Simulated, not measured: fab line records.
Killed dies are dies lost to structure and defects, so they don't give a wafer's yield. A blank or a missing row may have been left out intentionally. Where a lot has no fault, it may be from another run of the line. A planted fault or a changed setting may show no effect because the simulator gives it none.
A struck lot beside a sound one	flow n5-finfet	14 steps out of a route of 1938
Sound: the wafers L571.1, L571.5, L571.6. Wafers struck: L560.1, L560.4, L560.5. At the end, the cause is stated.
Per side, at each step with rows, come the tool, then ch with its chambers, and then its first start. Under that, the readings that differ: sound wafers	struck wafers	difference of the means	sigmas: that difference in standard deviations of wafers without a fault.
alike: readings whose means differ by less than 2 such deviations, and words and numbers that are the same on both sides. not compared: withheld readings, readings that some wafer has no value for, bounds like >300 that may hide the same value, and numbers for which the record gives no deviation and whose values overlap.
A row with sigmas, a row that says differs or no value, or rows on one side alone: a step with any of these is where the two part. Numbers that don't overlap but have no deviation are shown without sigmas and don't part them. Lack of a reading on every wafer of one side parts them only where that side has two or more wafers.

N5_BEOL_M0_SAQP_RECESS_109: chemistry HF/NH3, target SiO2, target depth 3 nm, afs cycles 1, sublimation time 60 s.
  sound on vapor-etch-02 ch 0,1, day 9 22:00; struck on vapor-etch-02 ch 0,1, day 7 09:55
  alike: drypump-motor-current-A
N5_BEOL_M0_SAQP_SPACER2_ALD_26: deposits SiO2, target thk 15 nm, pulse time 1 s, purge time 2 s.
  sound on ald-sin-03 ch 0,1, day 9 22:08; struck on ald-sin-04 ch 0,1, day 7 10:04
  alike: chamber-pressure-Torr, heater-power-w, precursor-pulse-height-rel
  not compared: since-wet-clean-h
N5_BEOL_M0_SAQP_SPACER2_ETCHBACK_27: etches SiO2 in CHF3/O2, target depth 22.5 nm, time 11.25 s.
  sound on rie-diel-05 ch 2,3, day 9 22:41; struck on rie-diel-06 ch 1,2, day 7 10:45
  alike: drypump-motor-current-A, oes_f_703_au, oes-product-au, rf-vpp-V, showerhead-plenum-p-Torr, throttle-valve-pct
  not compared: rf-hours-counter-h
N5_BEOL_M0_SAQP_MANDREL2_REMOVE_110: chemistry HBr/Cl2/O2, target a-Si, stops on SiCN, bt time 10 s.
  sound on rie-si-02 ch 1,2, day 9 22:47; struck on rie-si-02 ch 2,3, day 7 10:50
  alike: drypump-motor-current-A, mfc-cl2-sccm, oes-product-au, throttle-valve-pct
  not compared: rf-hours-counter-h
N5_BEOL_M0_SAQP_CD_MEAS_29: target cd 14.4 nm.
  sound on cd-sem-02 ch 0, day 9 22:53; struck on cd-sem-03 ch 0, day 7 10:57
reading	sound	struck	difference	sigmas
cd-nm (nm)	15.53 14.86 15.05	14.46 14.81 14.87	-0.43	-2
then, 7 steps without rows for these wafers: N5_BEOL_M0_SAQP_COAT_69 (time 60 s, resist thk 90 nm); N5_BEOL_M0_SAQP_COAT_72 (time 60 s, resist thk 15 nm); N5_BEOL_M0_SAQP_COAT_87 (time 60 s, resist thk 5 nm); N5_BEOL_M0_SAQP_COAT_34 (resist thk 30 nm); N5_BEOL_M0_SAQP_EBR_36; N5_BEOL_M0_SAQP_SOFTBAKE_35 (time 60 s); N5_BEOL_M0_SAQP_EXPOSE_37 (exposes mask M0 CUT1, target cd 30 nm).
N5_BEOL_M0_SAQP_PEB_38: peb time 60 s.
  struck on litho-track-01, day 7 11:11; sound on litho-track-02 ch 0, day 9 23:15
  no value came back on the struck wafers for chill-plate-temp-C (C), exhaust-pa (Pa), peb-time-s (s), plate-temp-C (C); on the sound wafers chill-plate-temp-C (C) reads 23.06 23.11 23.02
then, 1 step without rows for these wafers: N5_BEOL_M0_SAQP_DEVELOP_39 (develop time 30 s).

== WHERE THEY PART ==
Last at N5_BEOL_M0_SAQP_PEB_38 as far as this record goes, first at N5_BEOL_M0_SAQP_CD_MEAS_29.

WHY: what the simulator had put in
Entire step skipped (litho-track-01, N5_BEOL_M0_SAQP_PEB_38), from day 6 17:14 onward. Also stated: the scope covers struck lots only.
